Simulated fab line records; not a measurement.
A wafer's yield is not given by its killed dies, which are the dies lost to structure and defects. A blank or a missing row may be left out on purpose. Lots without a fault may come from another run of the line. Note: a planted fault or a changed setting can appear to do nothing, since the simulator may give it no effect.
Comparing a struck lot with a sound one + flow nand harc + 15 steps out of a route of 1302
Sound: these wafers, L433.3, L433.4, L433.5. Struck: wafers L437.1, L437.4, L437.6. At the end, the cause is stated.
Per side, at each step with rows, come the tool, then ch with its chambers, and then its first start. Under that, the readings that differ: sound wafers + struck wafers + difference of the means + sigmas: that difference in standard deviations of wafers without a fault.
alike: a reading whose means differ by less than 2 such deviations, as well as words and numbers matching on both sides. not compared: withheld readings; readings where some wafer has no value; bounds like >300 that might hide an equal value; numbers whose values overlap and for which the record gives no deviation.
The two part at a step that has a row with sigmas, a row that says differs or no value, or rows on one side only. Numbers that don't overlap but have no deviation are shown without sigmas and don't part them. Lack of a reading on every wafer of one side parts them only where that side has two or more wafers.

first, 2 steps without rows for these wafers: NHARC_A_CONTACT_STRIP_104 (strips in CF4/CHF3); NHARC_A_CONTACT_STRIP_105 (strips in O2/COS).
NHARC_A_CONTACT_ETCH_106: etches the open film in CF4/O2, target depth 90 nm, overetch 9 nm, time 49.5 s.
  sound on rie diel-05 ch 0,2,3, day 25 17:02; struck on rie diel-06 ch 0,1,2, day 27 22:25
  alike: chamber pressure mTorr, drypump motor current A, oes product au, rf fwd power W, rf vpp V, showerhead plenum p Torr, throttle valve pct
  not compared: rf hours counter h
NHARC_A_CONTACT_STRIP_82: strips in O2.
  sound: rie diel-05 ch 0,2,3; struck: rie diel-06 ch 0,1,2
  alike: chamber pressure mTorr, drypump motor current A, oes product au, rf vpp V, showerhead plenum p Torr, throttle valve pct
  not compared: rf hours counter h
then, 1 step without rows for these wafers: NHARC_A_CONTACT_STRIP_83 (strips in post etch residue remover, time 600 s).
NHARC_A_CONTACT_DEP_84: deposits aC, target thk 2800 nm.
  sound on acl dep-01 ch 0, day 25 18:20; struck on acl dep-02 ch 0, day 28 02:25
  alike: throttle valve pct
NHARC_A_CONTACT_DEP_85: deposits SiON, target thk 60 nm.
  sound on pecvd-03 ch 0,1, day 25 19:33; struck on pecvd-04 ch 0,2, day 28 04:11
  alike: heater power w, rf fwd power W
then, 5 steps without rows for these wafers: NHARC_A_CONTACT_DEHYDRATE_00 (time 120 s); NHARC_A_CONTACT_HMDS_01 (time 30 s); NHARC_A_CONTACT_COAT_86 (time 75 s); NHARC_A_CONTACT_COAT_87 (time 65 s); NHARC_A_CONTACT_COAT_02 (resist thk 90 nm).
NHARC_A_CONTACT_SOFTBAKE_03: time 55 s.
  sound on litho track-01 ch 0, day 25 19:00; struck on litho track-01 ch 0, day 28 04:00
| reading                  | sound                | struck               | difference | sigmas      |
|--------------------------|----------------------|----------------------|------------|-------------|
| heater power total W (W) | 188.48 188.47 188.36 | 323.00 323.71 322.96 | +134.79    | +99 or more |
then, 1 step without rows for these wafers: NHARC_A_CONTACT_EBR_04.
-- jump in the record: it breaks off in module A_CONTACT and resumes in module END (first step shown: number 1302 of the route), and 2 days separate the struck wafers' starts before and after --
NHARC_END_SORT_01:
  sound on prober-02 ch 0, day 27 23:00; struck on prober-02 ch 0, day 30 08:40
| reading             | sound  | struck | difference | sigmas |
|---------------------|--------|--------|------------|--------|
| killed at other     | 0 0 0  | 3 4 1  | +3         | +3     |
| killed at periphery | 8 3 10 | 2 2 1  | -5         | -2     |
  alike: killed at array, killed dies, killed open, killed short

== WHERE THEY PART ==
At NHARC_A_CONTACT_SOFTBAKE_03 first; at NHARC_END_SORT_01 last (within this record only).

WHY: what had been put in by the simulator
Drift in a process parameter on litho track-01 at NHARC_A_CONTACT_SOFTBAKE_03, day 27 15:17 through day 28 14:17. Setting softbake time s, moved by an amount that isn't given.
